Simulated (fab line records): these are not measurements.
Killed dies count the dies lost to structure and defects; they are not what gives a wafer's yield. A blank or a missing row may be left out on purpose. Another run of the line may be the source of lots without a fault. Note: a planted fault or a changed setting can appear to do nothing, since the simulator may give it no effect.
Chamber matching -- flow n5-finfet -- rie-diel-05 running N5_BEOL_M10_STRIP_19: 4 sister chambers
The step strips in O2. 18 wafers are shown with their chamber, then 9 later ones without.

== EACH WAFER AND ITS CHAMBER ==
wafer,chamber,drypump-motor-current-A (A),showerhead-plenum-p-Torr (Torr),throttle-valve-pct (%)
L079.1,2,5.1,2.15,16.31
L079.2,1,5.6,2.22,16.54
L079.3,3,5.1,2.13,16.84
L084.1,2,5.2,2.15,16.35
L084.4,1,5.6,2.22,16.57
L084.6,1,5.6,2.22,16.56
L085.1,1,5.6,2.22,16.56
L085.2,2,5.2,2.15,16.33
L085.3,0,5.4,2.02,16.71
L086.3,2,5.2,2.14,16.33
L086.4,1,5.6,2.22,16.57
L086.6,2,5.2,2.14,16.35
L089.2,3,5.1,2.12,16.86
L089.4,1,5.6,2.21,16.60
L089.5,3,5.1,2.12,16.88
L087.2,0,5.4,2.01,16.73
L087.3,1,5.6,2.21,16.58
L087.4,3,5.1,2.12,16.88

SIGNATURES (averages over the wafers above)
reading,chamber 0,chamber 1,chamber 2,chamber 3,scatter within a chamber
drypump-motor-current-A,5.400,5.600,5.180,5.100,0.0239
showerhead-plenum-p-Torr,2.0150,2.2171,2.1460,2.1225,0.00526
throttle-valve-pct,16.7200,16.5686,16.3340,16.8650,0.0179
Rule: for a wafer and a chamber, the distance is found by dividing, reading by reading, the gap between the wafer's reading and the chamber's mean by the reading's scatter, squaring, summing and taking the root. The wafer belongs to the nearest chamber; if the next one is less than 2 further off, it can't be placed. How the scatter is found: for the shown wafers, subtract from each reading the mean of its chamber, square and add these, divide the total by (wafers less chambers), then take the root.

== WAFERS MISSING THEIR CHAMBER ==
wafer,drypump-motor-current-A (A),showerhead-plenum-p-Torr (Torr),throttle-valve-pct (%)
L088.3,5.6,2.21,16.58
L088.4,5.2,2.14,16.35
L088.5,5.2,2.14,16.34
L090.1,5.6,2.21,16.56
L090.2,5.1,2.12,16.88
L090.3,5.4,2.01,16.73
L096.1,5.1,2.14,16.41
L096.4,5.6,2.21,16.61
L096.6,5.1,2.11,16.93

== WHICH CHAMBER EACH ONE RAN IN ==
wafer,from the rows above,in truth
L088.3,1,1
L088.4,2,2
L088.5,2,2
L090.1,1,1
L090.2,3,3
L090.3,0,0
L096.1,2,2
L096.4,1,1
L096.6,3,3
Placed correctly: 9 of 9. Not placeable from these rows: 0. 0 placed wrongly.
